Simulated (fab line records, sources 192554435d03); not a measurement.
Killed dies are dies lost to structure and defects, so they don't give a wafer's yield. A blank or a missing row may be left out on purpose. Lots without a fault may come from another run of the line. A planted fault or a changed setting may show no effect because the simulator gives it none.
fab line records | flow n5_finfet
record lots=24 wafers=72 last_day=19
route steps=1938 shown ZERO_LAYER@19 WELL_APT@28 FIN_SAQP@101
lots that met no fault: from a run of the same line without faults
start_h: hours from the record's first day to the start of the lot's first wafer shown | wait_h: hours since the lot's step before | " the same as in the row above | L1.1+2: a row that stands for several wafers | - no value, or no start given | * or withheld: withheld | < > ~ a bound
route shown NAME@n: a module of which the file shows steps, and the number in the route of the first | usual: mean/standard deviation of fault-free wafers | same: alike in all rows | chamber/n: place in a boat | sites: the reading at each site | _std_site: their standard deviation | _edge_site: outer sites' mean less inner sites' | radius_mm: how far each site lies from the wafer's centre | mask NAME#n: copy n | behind: the tool/chamber that last shaped the wafer | hold: why the lot was held/for how many hours/how that ended | device: the transistor (n, p or np) that didn't switch | end of line: the same wafers' tests at the end of the route | a step without rows: its recipe alone | killed: dies lost to structure and defects at the first sort, not the wafer's yield | map: a wafer's dies, x killed, . not, _ none there
set.NAME: the setting as run; set.NAME@STEP: as run at that earlier step | model.NAME: the simulator's own value behind a step, which no gauge read
steps of the route over a sample of lots; a table a step, a row a wafer
services: from which hour (start_h, from the record's first day; less than 0 if before it) a tool's chamber was out of use, for how many hours, and why
## steps
# step N5_ZERO_LAYER_INSPECT_20
# recipe inspect_instrument=darkfield mode=post_clean
# usual raw_defect_count=32/13
# columns lot.wafer tool chamber start_h wait_h raw_defect_count
L074.1 defect_inspect-01 - 13.30 0.0 24
L074.4 " - " " 48
L074.6 " - " " 25
L075.2 defect_inspect-02 - 19.39 0.0 18
L075.4 " - " " 22
L075.6 " - " " 47
L076.3 defect_inspect-01 - 25.25 0.0 17
L076.4 " - " " 44
L076.6 " - " " 29
L077.4 defect_inspect-01 - 31.28 0.0 25
L077.5 " - " " 23
L077.6 " - " " 13
L078.1 defect_inspect-01 - 37.38 0.0 15
L078.3 " - " " 24
L078.5 " - " " 19
L079.2 defect_inspect-02 - 43.40 0.0 14
L079.5 " - " " 35
L079.6 " - " " 23
L080.1 defect_inspect-01 - 49.42 0.0 36
L080.2 " - " " 63
L080.4 " - " " 77
L081.3 defect_inspect-01 - 55.28 0.0 32
L081.5 " - " " 53
L081.6 " - " " 23
L082.1 defect_inspect-01 - 61.38 0.0 42
L082.3 " - " " 27
L082.4 " - " " 25
L083.1 defect_inspect-01 - 67.61 0.0 28
L083.4 " - " " 20
L083.6 " - " " 36
L084.1 defect_inspect-01 - 73.38 0.0 25
L084.3 " - " " 18
L084.4 " - " " 25
L085.2 defect_inspect-01 - 79.38 0.0 46
L085.4 " - " " 19
L085.5 " - " " 40
L086.1 defect_inspect-01 - 85.53 0.1 46
L086.2 " - " " 53
L086.3 " - " " 37
L087.2 defect_inspect-02 - 91.38 0.0 29
L087.4 " - " " 26
L087.6 " - " " 18
L088.1 defect_inspect-02 - 97.49 0.0 18
L088.3 " - " " 23
L088.4 " - " " 28
L089.1 defect_inspect-02 - 103.54 0.0 30
L089.3 " - " " 17
L089.6 " - " " 34
L090.1 defect_inspect-02 - 109.25 0.0 25
L090.2 " - " " 60
L090.4 " - " " 28
L091.1 defect_inspect-02 - 115.55 0.0 33
L091.3 " - " " 44
L091.4 " - " " 63
L092.2 defect_inspect-02 - 121.72 0.0 49
L092.3 " - " " 28
L092.5 " - " " 17
L093.1 defect_inspect-02 - 127.88 0.0 40
L093.2 " - " " 42
L093.6 " - " " 46
L094.2 defect_inspect-02 - 133.94 0.0 18
L094.5 " - " " 27
L094.6 " - " " 29
L095.1 defect_inspect-02 - 139.63 0.0 20
L095.2 " - " " 29
L095.3 " - " " 31
L096.1 defect_inspect-01 - 145.25 0.0 19
L096.2 " - " " 25
L096.6 " - " " 27
L097.1 defect_inspect-02 - 151.25 0.0 20
L097.3 " - " " 63
L097.5 " - " " 47
# step N5_WELL_APT_CD_MEAS_08
# recipe target_cd_nm=200 landing_energy_ev=500 detector=se_inlens
# usual cd_nm=199.8/2
# columns lot.wafer tool chamber start_h wait_h cd_nm
L074.1 cd_sem-02 0 13.60 - 199.3
L074.4 " 0 " " 196.4
L074.6 " 0 " " 201.8
L075.2 cd_sem-02 0 19.82 - 197.9
L075.4 " 0 " " 199.9
L075.6 " 0 " " 199.7
L076.3 cd_sem-01 0 25.58 - 201.1
L076.4 " 0 " " 199.0
L076.6 " 0 " " 200.8
L077.4 cd_sem-01 0 31.58 - 199.3
L077.5 " 0 " " 199.8
L077.6 " 0 " " 198.5
L078.1 cd_sem-01 0 37.68 - 199.4
L078.3 " 0 " " 201.4
L078.5 " 0 " " 198.9
L079.2 cd_sem-01 0 43.71 - 198.2
L079.5 " 0 " " 199.4
L079.6 " 0 " " 200.2
L080.1 cd_sem-01 0 49.85 - 195.9
L080.2 " 0 " " 199.1
L080.4 " 0 " " 198.3
L081.3 cd_sem-03 0 55.59 - 199.9
L081.5 " 0 " " 200.8
L081.6 " 0 " " 200.7
L082.1 cd_sem-03 0 61.81 - 200.6
L082.3 " 0 " " 198.9
L082.4 " 0 " " 197.4
L083.1 cd_sem-02 0 68.04 - 199.8
L083.4 " 0 " " 199.6
L083.6 " 0 " " 199.7
L084.1 cd_sem-02 0 73.80 - 200.4
L084.3 " 0 " " 199.4
L084.4 " 0 " " 202.9
L085.2 cd_sem-02 0 79.81 - 200.8
L085.4 " 0 " " 201.3
L085.5 " 0 " " 198.8
L086.1 cd_sem-01 0 85.96 - 199.0
L086.2 " 0 " " 203.9
L086.3 " 0 " " 202.4
L087.2 cd_sem-01 0 91.68 - 199.4
L087.4 " 0 " " 200.7
L087.6 " 0 " " 199.4
L088.1 cd_sem-02 0 97.92 - 199.8
L088.3 " 0 " " 205.7
L088.4 " 0 " " 206.3
L089.1 cd_sem-02 0 103.98 - 198.9
L089.3 " 0 " " 198.9
L089.6 " 0 " " 196.7
L090.1 cd_sem-03 0 109.56 - 197.7
L090.2 " 0 " " 199.6
L090.4 " 0 " " 200.4
L091.1 cd_sem-03 0 115.86 - 198.7
L091.3 " 0 " " 198.4
L091.4 " 0 " " 200.3
L092.2 cd_sem-01 0 122.15 - 200.9
L092.3 " 0 " " 201.9
L092.5 " 0 " " 203.1
L093.1 cd_sem-02 0 128.18 - 199.7
L093.2 " 0 " " 200.7
L093.6 " 0 " " 201.8
L094.2 cd_sem-03 0 134.37 - 200.7
L094.5 " 0 " " 199.9
L094.6 " 0 " " 201.1
L095.1 cd_sem-03 0 139.93 - 198.2
L095.2 " 0 " " 197.1
L095.3 " 0 " " 199.4
L096.1 cd_sem-02 0 145.69 - 201.2
L096.2 " 0 " " 201.8
L096.6 " 0 " " 203.4
L097.1 cd_sem-01 0 151.56 - 196.6
L097.3 " 0 " " 196.9
L097.5 " 0 " " 196.6
# step N5_WELL_APT_OVL_MEAS_26
# recipe points_per_wafer=44
# usual PWELL_OVL=2/4.7
# columns lot.wafer tool chamber start_h wait_h PWELL_OVL[nm]
L074.1 overlay-01 0 14.89 0.0 -2
L074.4 " 0 " " -3
L074.6 " 0 " " -7
L075.2 overlay-02 0 21.11 0.0 3
L075.4 " 0 " " 2
L075.6 " 0 " " 12
L076.3 overlay-01 0 26.73 0.0 1
L076.4 " 0 " " 1
L076.6 " 0 " " 2
L077.4 overlay-01 0 33.76 0.0 5
L077.5 " 0 " " 4
L077.6 " 0 " " -1
L078.1 overlay-01 0 39.03 0.0 2
L078.3 " 0 " " -2
L078.5 " 0 " " -3
L079.2 overlay-01 0 45.11 0.0 4
L079.5 " 0 " " 9
L079.6 " 0 " " -1
L080.1 overlay-01 0 51.13 0.0 -3
L080.2 " 0 " " 6
L080.4 " 0 " " 0
L081.3 overlay-01 0 56.97 0.0 -1
L081.5 " 0 " " 2
L081.6 " 0 " " -1
L082.1 overlay-02 0 62.98 0.0 9
L082.3 " 0 " " 6
L082.4 " 0 " " 0
L083.1 overlay-01 0 69.36 0.0 4
L083.4 " 0 " " -1
L083.6 " 0 " " 1
L084.1 overlay-01 0 74.97 0.0 -4
L084.3 " 0 " " 1
L084.4 " 0 " " 1
L085.2 overlay-02 0 81.02 0.0 5
L085.4 " 0 " " 6
L085.5 " 0 " " 3
L086.1 overlay-01 0 87.16 0.0 -4
L086.2 " 0 " " 4
L086.3 " 0 " " 1
L087.2 overlay-01 0 92.96 0.0 7
L087.4 " 0 " " 5
L087.6 " 0 " " 16
L088.1 overlay-01 0 99.53 0.0 -3
L088.3 " 0 " " -6
L088.4 " 0 " " 1
L089.1 overlay-01 0 105.14 0.0 -1
L089.3 " 0 " " 0
L089.6 " 0 " " -7
L090.1 overlay-02 0 110.86 0.0 3
L090.2 " 0 " " 2
L090.4 " 0 " " 7
L091.1 overlay-01 0 117.01 0.0 7
L091.3 " 0 " " 9
L091.4 " 0 " " 11
L092.2 overlay-02 0 123.30 0.0 3
L092.3 " 0 " " 2
L092.5 " 0 " " -2
L093.1 overlay-02 0 129.46 0.0 0
L093.2 " 0 " " -5
L093.6 " 0 " " -6
L094.2 overlay-02 0 135.70 0.0 -6
L094.5 " 0 " " 3
L094.6 " 0 " " -8
L095.1 overlay-02 0 141.09 0.0 6
L095.2 " 0 " " -2
L095.3 " 0 " " -5
L096.1 overlay-02 0 146.96 0.0 -3
L096.2 " 0 " " -5
L096.6 " 0 " " 0
L097.1 overlay-01 0 152.85 0.0 8
L097.3 " 0 " " 5
L097.5 " 0 " " 4
# step N5_FIN_SAQP_THK_MEAS_07
# usual thk_nm=60.0/0.83
# columns lot.wafer tool chamber start_h wait_h thk_nm
L074.1 film_metro-01 - 21.82 0.1 58.3
L074.4 " - " " 60.0
L074.6 " - " " 59.8
L075.2 film_metro-01 - 28.83 0.1 59.1
L075.4 " - " " 60.4
L075.6 " - " " 60.3
L076.3 film_metro-01 - 34.78 0.1 57.5
L076.4 " - " " 58.8
L076.6 " - " " 60.6
L077.4 film_metro-02 - 40.53 0.1 59.9
L077.5 " - " " 59.7
L077.6 " - " " 60.8
L078.1 film_metro-02 - 46.95 0.1 58.6
L078.3 " - " " 60.3
L078.5 " - " " 60.1
L079.2 film_metro-01 - 51.62 0.1 58.7
L079.5 " - " " 60.3
L079.6 " - " " 60.2
L080.1 film_metro-01 - 57.73 0.1 59.1
L080.2 " - " " 59.7
L080.4 " - " " 60.0
L081.3 film_metro-01 - 63.23 0.1 58.4
L081.5 " - " " 60.5
L081.6 " - " " 59.7
L082.1 film_metro-01 - 70.12 0.1 59.3
L082.3 " - " " 59.3
L082.4 " - " " 60.2
L083.1 film_metro-01 - 76.36 0.1 60.6
L083.4 " - " " 60.8
L083.6 " - " " 61.2
L084.1 film_metro-01 - 82.34 0.1 59.2
L084.3 " - " " 59.6
L084.4 " - " " 60.2
L085.2 film_metro-01 - 87.86 0.1 60.5
L085.4 " - " " 61.5
L085.5 " - " " 61.4
L086.1 film_metro-01 - 96.45 0.1 59.3
L086.2 " - " " 58.8
L086.3 " - " " 58.7
L087.2 film_metro-02 - 100.22 0.1 60.4
L087.4 " - " " 61.4
L087.6 " - " " 60.1
L088.1 film_metro-02 - 106.99 0.1 60.0
L088.3 " - " " 59.7
L088.4 " - " " 60.7
L089.1 film_metro-02 - 111.98 0.1 60.0
L089.3 " - " " 61.3
L089.6 " - " " 60.4
L090.1 film_metro-02 - 117.79 0.1 59.0
L090.2 " - " " 59.0
L090.4 " - " " 60.8
L091.1 film_metro-02 - 124.38 0.1 58.6
L091.3 " - " " 59.4
L091.4 " - " " 60.0
L092.2 film_metro-02 - 130.06 0.1 60.4
L092.3 " - " " 59.0
L092.5 " - " " 61.1
L093.1 film_metro-01 - 135.83 0.1 60.3
L093.2 " - " " 60.2
L093.6 " - " " 60.6
L094.2 film_metro-01 - 143.81 0.1 60.6
L094.5 " - " " 61.5
L094.6 " - " " 60.7
L095.1 film_metro-01 - 148.06 0.1 58.8
L095.2 " - " " 59.2
L095.3 " - " " 59.0
L096.1 film_metro-01 - 153.41 0.1 60.1
L096.2 " - " " 59.6
L096.6 " - " " 61.0
L097.1 film_metro-01 - 158.79 0.1 59.9
L097.3 " - " " 60.3
L097.5 " - " " 61.6
# step N5_FIN_SAQP_INSPECT_18
# recipe mode=adi inspect_instrument=brightfield
# usual raw_defect_count=380/100
# columns lot.wafer tool chamber start_h wait_h raw_defect_count
L074.1 defect_inspect-01 - 22.37 0.0 250
L074.4 " - " " 345
L074.6 " - " " 261
L075.2 defect_inspect-01 - 29.28 0.0 416
L075.4 " - " " 303
L075.6 " - " " 296
L076.3 defect_inspect-02 - 35.32 0.0 440
L076.4 " - " " 378
L076.6 " - " " 357
L077.4 defect_inspect-01 - 40.95 0.0 379
L077.5 " - " " 487
L077.6 " - " " 341
L078.1 defect_inspect-02 - 47.53 0.0 329
L078.3 " - " " 389
L078.5 " - " " 295
L079.2 defect_inspect-01 - 52.19 0.0 382
L079.5 " - " " 410
L079.6 " - " " 353
L080.1 defect_inspect-02 - 58.27 0.0 261
L080.2 " - " " 261
L080.4 " - " " 321
L081.3 defect_inspect-01 - 63.77 0.0 344
L081.5 " - " " 338
L081.6 " - " " 442
L082.1 defect_inspect-01 - 70.54 0.0 334
L082.3 " - " " 525
L082.4 " - " " 386
L083.1 defect_inspect-01 - 76.80 0.0 583
L083.4 " - " " 533
L083.6 " - " " 325
L084.1 defect_inspect-01 - 84.58 0.0 222
L084.3 " - " " 311
L084.4 " - " " 299
L085.2 defect_inspect-01 - 88.53 0.2 502
L085.4 " - " " 421
L085.5 " - " " 439
L086.1 defect_inspect-01 - 96.87 0.0 380
L086.2 " - " " 405
L086.3 " - " " 432
L087.2 defect_inspect-02 - 100.81 0.0 561
L087.4 " - " " 390
L087.6 " - " " 484
L088.1 defect_inspect-02 - 107.41 0.0 303
L088.3 " - " " 259
L088.4 " - " " 280
L089.1 defect_inspect-02 - 112.53 0.0 347
L089.3 " - " " 387
L089.6 " - " " 430
L090.1 defect_inspect-02 - 118.34 0.0 349
L090.2 " - " " 246
L090.4 " - " " 289
L091.1 defect_inspect-02 - 124.93 0.0 208
L091.3 " - " " 182
L091.4 " - " " 264
L092.2 defect_inspect-01 - 130.63 0.0 282
L092.3 " - " " 254
L092.5 " - " " 291
L093.1 defect_inspect-01 - 136.38 0.0 432
L093.2 " - " " 290
L093.6 " - " " 495
L094.2 defect_inspect-02 - 144.36 0.0 506
L094.5 " - " " 371
L094.6 " - " " 471
L095.1 defect_inspect-02 - 148.61 0.0 353
L095.2 " - " " 478
L095.3 " - " " 348
L096.1 defect_inspect-02 - 153.96 0.0 434
L096.2 " - " " 319
L096.6 " - " " 263
L097.1 defect_inspect-01 - 159.33 0.0 558
L097.3 " - " " 453
L097.5 " - " " 446
# step N5_FIN_SAQP_HM_OPEN_73
# recipe chemistry=CHF3/O2 target=SiO2 stop_on=a-Si target_depth_a=120 over_etch_frac=1.8 mask_material=SOC time_s=16.8 pressure_mtorr=30 source_w=650 bias_w=170 Ar_flow_sccm=200 CHF3_flow_sccm=50 O2_flow_sccm=5 ion_energy_ev=200 ends=end_point
# usual drypump_motor_current_A=5.6/0.6 oes_product_au=0.48/0.056 rf_vpp_V=520/11 showerhead_plenum_p_Torr=2.41/0.077 throttle_valve_pct=18.90/0.24
# columns lot.wafer tool chamber start_h wait_h drypump_motor_current_A oes_product_au rf_hours_counter_h rf_vpp_V showerhead_plenum_p_Torr throttle_valve_pct
L074.1 rie_diel-04 3 22.60 0.0 6.2 0.48 115 512 2.53 18.99
L074.4 " 1 " " 6.3 0.43 213 526 2.50 18.76
L074.6 " 0 " " 6.2 0.46 - 510 2.44 19.14
L075.2 rie_diel-05 0 30.19 0.0 5.1 0.40 247 522 2.47 18.95
L075.4 " 1 " " 5.5 0.47 - 516 2.52 19.01
L075.6 " 3 " " 5.7 0.55 - 517 2.35 18.42
L076.3 rie_diel-04 1 35.87 0.0 6.3 0.43 219 525 2.50 18.76
L076.4 " 3 " " 6.2 0.48 121 512 2.53 18.96
L076.6 " 1 " " 6.3 0.43 - 526 2.50 18.78
L077.4 rie_diel-04 3 41.18 0.0 6.2 0.48 122 512 2.53 18.98
L077.5 " 2 " " 4.9 0.44 - 514 2.31 18.93
L077.6 " 3 " " 6.2 0.48 - 512 2.53 18.99
L078.1 rie_diel-03 3 47.76 0.0 5.1 0.40 242 540 2.38 18.94
L078.3 " 0 " " 5.7 0.42 215 502 2.30 19.12
L078.5 " 3 " " 5.1 0.41 - 538 2.38 18.95
L079.2 rie_diel-03 0 52.42 0.0 5.7 0.41 216 499 2.30 19.11
L079.5 " 1 " " 4.7 0.57 - 538 2.37 18.90
L079.6 " 2 " " 5.1 0.55 - 530 2.39 18.88
L080.1 rie_diel-04 2 58.66 0.0 4.9 0.44 196 512 2.31 18.93
L080.2 " 1 " " 6.3 0.42 227 525 2.50 18.80
L080.4 " 3 " " 6.2 0.48 128 512 2.52 18.99
L081.3 rie_diel-05 2 64.01 0.0 6.6 0.54 10 528 2.46 18.49
L081.5 " 2 " " 6.6 0.55 - 530 2.46 18.47
L081.6 " 3 " " 5.7 0.52 - 516 2.34 18.43
L082.1 rie_diel-03 2 70.83 0.0 5.1 0.54 15 529 2.39 18.87
L082.3 " 1 " " 4.7 0.55 13 539 2.37 18.93
L082.4 " 2 " " 5.1 0.53 - 530 2.39 18.88
L083.1 rie_diel-03 0 77.28 0.0 5.7 0.41 226 500 2.29 19.13
L083.4 " 2 " " 5.1 0.54 - 530 2.39 18.89
L083.6 " 0 " " 5.7 0.42 - 502 2.29 19.15
L084.1 rie_diel-04 1 85.29 0.0 6.3 0.42 236 526 2.49 18.79
L084.3 " 3 " " 6.2 0.46 139 512 2.52 19.01
L084.4 " 2 " " 4.9 0.42 206 513 2.31 18.97
L085.2 rie_diel-04 3 88.76 0.0 6.2 0.47 140 512 2.52 19.01
L085.4 " 2 " " 4.9 0.43 207 513 2.31 18.96
L085.5 " 0 " " 6.2 0.45 - 511 2.43 19.19
L086.1 rie_diel-05 1 97.55 0.0 5.5 0.46 151 517 2.51 19.05
L086.2 " 0 " " 5.1 0.55 13 524 2.46 18.53
L086.3 " 2 " " 6.6 0.53 20 528 2.45 18.51
L087.2 rie_diel-03 3 101.09 0.0 5.1 0.58 1 539 2.38 18.54
L087.4 " 1 " " 4.7 0.54 27 536 2.37 18.96
L087.6 " 2 " " 5.0 0.52 - 530 2.38 18.90
L088.1 rie_diel-05 3 108.29 0.0 5.7 0.52 36 517 2.34 18.47
L088.3 " 0 " " 5.1 0.54 17 523 2.46 18.55
L088.4 " 2 " " 6.6 0.53 25 529 2.45 18.51
L089.1 rie_diel-03 0 112.88 0.0 5.7 0.41 243 502 2.29 19.15
L089.3 " 3 " " 5.1 0.56 6 541 2.37 18.55
L089.6 " 3 " " 5.1 0.57 - 540 2.37 18.55
L090.1 rie_diel-03 3 118.64 0.0 5.1 0.55 9 538 2.37 18.55
L090.2 " 1 " " 4.7 0.51 35 537 2.36 18.96
L090.4 " 0 " " 5.7 0.41 245 501 2.29 19.17
L091.1 rie_diel-04 2 125.17 0.0 4.9 0.42 222 513 2.30 18.99
L091.3 " 0 " " 6.2 0.43 170 509 2.42 19.21
L091.4 " 0 " " 6.2 0.44 - 511 2.42 19.21
L092.2 rie_diel-04 3 131.36 0.0 6.2 0.46 157 514 2.51 19.05
L092.3 " 2 " " 4.9 0.42 225 513 2.30 18.98
L092.5 " 0 " " 6.2 0.45 - 509 2.42 19.21
L093.1 rie_diel-04 0 136.61 0.0 6.2 0.43 175 511 2.42 19.21
L093.2 " 3 " " 6.3 0.45 159 512 2.51 19.04
L093.6 " 3 " " 6.2 0.46 - 512 2.51 19.04
L094.2 rie_diel-04 2 144.59 0.0 4.9 0.42 232 513 2.30 18.96
L094.5 " 3 " " 6.2 0.45 - 513 2.51 19.06
L094.6 " 0 " " 6.2 0.44 - 511 2.42 19.23
L095.1 rie_diel-04 1 148.84 0.0 6.3 0.57 2 526 2.49 18.45
L095.2 " 2 " " 4.9 0.41 233 512 2.30 19.00
L095.3 " 3 " " 6.2 0.46 165 512 2.51 19.06
L096.1 rie_diel-05 3 154.19 0.0 5.7 0.50 49 518 2.33 18.49
L096.2 " 1 " " 5.5 0.45 174 517 2.50 19.10
L096.6 " 2 " " 6.6 0.52 - 529 2.44 18.55
L097.1 rie_diel-04 3 159.57 0.0 6.3 0.46 169 512 2.51 19.07
L097.3 " 2 " " 4.9 0.42 238 513 2.30 19.00
L097.5 " 1 " " 6.3 0.57 - 525 2.49 18.48
## services
# columns tool chamber start_h hours kind
rie_diel-05 3 1.40 - clean
rie_diel-05 3 1.40 - consumable_replace:focus_ring
rie_diel-05 3 1.40 11.1 scheduled_down
rie_diel-05 2 11.89 8.6 repair
rie_diel-03 1 11.94 - clean
rie_diel-03 1 11.94 - consumable_replace:focus_ring
rie_diel-03 1 11.94 13.0 scheduled_down
rie_diel-03 1 11.94 13.0 vent_cycle
rie_diel-03 - 16.74 14.6 pm
rie_diel-04 3 37.61 2.4 repair
rie_diel-03 3 69.61 - clean
rie_diel-03 3 69.61 - consumable_replace:focus_ring
rie_diel-03 3 69.61 30.0 scheduled_down
rie_diel-03 3 69.61 30.0 vent_cycle
rie_diel-04 1 120.51 - clean
rie_diel-04 1 120.51 - consumable_replace:focus_ring
rie_diel-04 1 120.51 22.1 scheduled_down
rie_diel-04 1 120.51 22.1 vent_cycle
rie_diel-03 0 134.87 - clean
rie_diel-03 0 134.87 - consumable_replace:focus_ring
rie_diel-03 0 134.87 - consumable_replace:showerhead
rie_diel-03 0 134.87 27.9 scheduled_down
rie_diel-03 0 134.87 27.9 vent_cycle
rie_diel-04 0 147.84 10.7 repair
## key
fault none
